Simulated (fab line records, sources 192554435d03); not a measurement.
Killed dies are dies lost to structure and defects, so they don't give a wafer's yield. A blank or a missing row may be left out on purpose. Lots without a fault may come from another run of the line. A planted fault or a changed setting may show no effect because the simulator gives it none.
A struck lot beside a sound one | flow n5_finfet | 15 steps out of a route of 1938
Sound: wafers L152.2, L152.4, L152.5. Struck: wafer L161.6. (L161.3, L161.5 of the same lot were not struck and are left out.) The cause comes at the end.
At each step with rows: each side's tool, then ch and its chambers, then its first start. Under that, the readings that differ: sound wafers | struck wafers | difference of the means | sigmas: that difference in standard deviations of wafers without a fault.
alike: readings whose means differ by less than 2 such deviations, and words and numbers that are the same on both sides. not compared: withheld readings, readings that some wafer has no value for, bounds like >300 that may hide the same value, and numbers for which the record gives no deviation and whose values overlap.
The two part at a step that has a row with sigmas, a row that says differs or no value, or rows on one side only. Numbers that don't overlap but have no deviation are shown without sigmas and don't part them. A reading that every wafer of one side lacks parts them only if that side has two wafers or more.

N5_BEOL_M1_ETCH_41: etches SiCN in CH3F/O2, target depth 31.9 nm, time 57.8 s.
  sound on rie_diel-01 ch 0,1,3; struck on rie_diel-01 ch 0
  alike: drypump_motor_current_A, oes_product_au, rf_vpp_V, showerhead_plenum_p_Torr, throttle_valve_pct
  not compared: rf_hours_counter_h
then, 1 step without rows for these wafers: N5_BEOL_M1_STRIP_97 (strips in N2/H2, time 10 s).
N5_BEOL_M1_OCD_MEAS_38:
  sound on ocd-01, day 6 10:59; struck on ocd-02, day 8 11:38
  alike: trench_depth_nm
then, 4 steps without rows for these wafers: N5_BEOL_M1_HM_STRIP_39 (strips TiN in peroxide tin strip, target depth 25 nm, time 158 s); N5_BEOL_M1_SRD_40 (time 30 s); N5_BEOL_M1_PRECLEAN_42 (cleans in residue remover, time 60 s); N5_BEOL_M1_SRD_43 (time 30 s).
N5_BEOL_M1_CD_MEAS_35: target cd 18 nm, target cd y 21 nm.
  sound on cd_sem-02, day 6 11:09; struck on cd_sem-02, day 8 11:47
  reading    | sound             | struck | difference | sigmas
  cd_nm (nm) | 17.56 17.54 17.79 | 18.51  | +0.88      | +3
N5_BEOL_M1_DEGAS_44: time 60 s.
  sound on pvd_sputter-03, day 6 11:34; struck on pvd_sputter-01, day 8 12:01
  alike: heater_power_w, susceptor_temp_C
N5_BEOL_M1_PRE_CLEAN_45: time 30 s.
  sound on pvd_sputter-03, day 6 11:37; struck on pvd_sputter-01, day 8 12:03
  reading              | sound                | struck | difference | sigmas
  susceptor_temp_C (C) | 249.78 249.84 249.50 | 250.12 | +0.41      | +2
  alike: heater_power_w
N5_BEOL_M1_ALD_84: deposits TaN, pulse time 2 s, purge time 3 s, co reactant purge time 2 s.
  sound on ald_metal-03 ch 0,1,3, day 6 11:41; struck on ald_metal-04 ch 1, day 8 12:20
  alike: heater_power_w, susceptor_temp_C
N5_BEOL_M1_SURFACE_TREAT_85:
  sound on pvd_sputter-01, day 6 11:55; struck on pvd_sputter-03, day 8 12:41
  not compared: throttle_valve_pct
N5_BEOL_M1_CVD_47: deposits Co from CCTBA/H2, target thk 3 nm, time 223.8 s.
  sound on cvd_co-02 ch 0,1,2, day 6 12:05; struck on cvd_co-02 ch 2, day 8 12:50
  reading          | sound             | struck | difference | sigmas
  run_length_s (s) | 247.1 247.6 247.2 | 249.6  | +2.3       | +4
then, 1 step without rows for these wafers: N5_BEOL_M1_SPUTTER_48 (material Cu, target thk 4.5 nm, time 8.29 s).
N5_BEOL_M4_RC_MEAS_101:
  sound on prober-02 ch 0, day 8 03:10; struck on prober-02 ch 0, day 10 11:05
  reading        | sound                | struck | difference | sigmas
  DIBL_N (mV/V)  | 38.8 37.5 39.7       | 34.2   | -4.5       | -3
  DIBL_P (mV/V)  | 38.1 36.3 38.7       | 34.4   | -3.3       | -2
  IOFF_N (nA/um) | 0.214 0.176 0.214    | 0.141  | -0.060     | -3
  IOFF_P (nA/um) | 0.264 0.220 0.266    | 0.187  | -0.063     | -2
  SS_N (mV/dec)  | 72.4 72.9 72.6       | 70.8   | -1.8       | -4
  SS_P (mV/dec)  | 73.6 72.8 74.1       | 72.2   | -1.3       | -2
  VT_P (mV)      | -245.8 -247.4 -247.1 | -252.6 | -5.8       | -2
  alike: ION_N, ION_P, VT_N

WHERE THEY PART
First at N5_BEOL_M1_CD_MEAS_35; last, within this record, at N5_BEOL_M4_RC_MEAS_101.

WHY: what the simulator had put in
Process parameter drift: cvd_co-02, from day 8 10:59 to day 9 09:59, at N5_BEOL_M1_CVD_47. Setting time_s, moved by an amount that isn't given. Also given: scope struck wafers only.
